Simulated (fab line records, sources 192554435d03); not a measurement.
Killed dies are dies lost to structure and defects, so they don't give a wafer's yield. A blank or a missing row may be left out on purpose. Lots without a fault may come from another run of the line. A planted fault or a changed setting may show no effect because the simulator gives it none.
Chamber matching | flow n5_finfet | N5_FIN_SAQP_ETCH_51 on rie_diel-02: 4 sister chambers
The step etches SiARC in CF4, target depth 45.5 nm, time 75.8 s. 14 wafers are shown with their chamber, then 7 later ones without.

WAFERS WITH THEIR CHAMBER
wafer  | chamber | drypump_motor_current_A (A) | showerhead_plenum_p_Torr (Torr) | throttle_valve_pct (%)
L077.1 | 0       | 5.6                         | 2.15                            | 15.58
L077.2 | 3       | 5.6                         | 2.14                            | 16.00
L077.3 | 1       | 5.9                         | 2.23                            | 15.81
L083.1 | 3       | 5.6                         | 2.13                            | 16.05
L083.2 | 0       | 5.6                         | 2.14                            | 15.61
L083.6 | 1       | 5.9                         | 2.22                            | 15.82
L085.1 | 0       | 5.6                         | 2.14                            | 15.63
L085.2 | 2       | 5.4                         | 2.13                            | 15.59
L085.3 | 3       | 5.6                         | 2.13                            | 16.05
L092.1 | 2       | 5.4                         | 2.13                            | 15.60
L092.2 | 3       | 5.6                         | 2.13                            | 16.07
L092.5 | 0       | 5.6                         | 2.14                            | 15.66
L095.1 | 0       | 5.5                         | 2.13                            | 15.65
L095.3 | 2       | 5.4                         | 2.13                            | 15.64

SIGNATURES (means of the wafers above)
reading                  | chamber 0 | chamber 1 | chamber 2 | chamber 3 | scatter within a chamber
drypump_motor_current_A  | 5.580     | 5.900     | 5.400     | 5.600     | 0.0283
showerhead_plenum_p_Torr | 2.1400    | 2.2250    | 2.1300    | 2.1325    | 0.0057
throttle_valve_pct       | 15.6260   | 15.8150   | 15.6100   | 16.0425   | 0.0287
Rule: a wafer's distance from a chamber is the root of the sum, over the readings, of the square of ((its reading less the chamber's mean) divided by the reading's scatter). The wafer belongs to the nearest chamber; if the next one is less than 2 further off, it can't be placed. The scatter: the root of (the sum of the squares of (reading less its chamber's mean) over the shown wafers, divided by (wafers less chambers)).

WAFERS WITHOUT THEIR CHAMBER
wafer  | drypump_motor_current_A (A) | showerhead_plenum_p_Torr (Torr) | throttle_valve_pct (%)
L095.6 | 5.6                         | 2.12                            | 16.10
L096.1 | 5.4                         | 2.12                            | 15.64
L096.2 | 5.8                         | 2.21                            | 15.86
L096.3 | 5.5                         | 2.12                            | 16.10
L096.4 | 5.6                         | 2.13                            | 15.67
L096.5 | 5.9                         | 2.21                            | 15.88
L096.6 | 5.4                         | 2.12                            | 15.62

WHICH CHAMBER EACH WENT THROUGH
wafer  | from the rows above | in truth
L095.6 | 3                   | 3
L096.1 | 2                   | 2
L096.2 | 1                   | 1
L096.3 | 3                   | 3
L096.4 | 0                   | 0
L096.5 | 1                   | 1
L096.6 | 2                   | 2
Placed correctly: 7 of 7. Can't be placed from these rows: 0. Placed wrongly: 0.
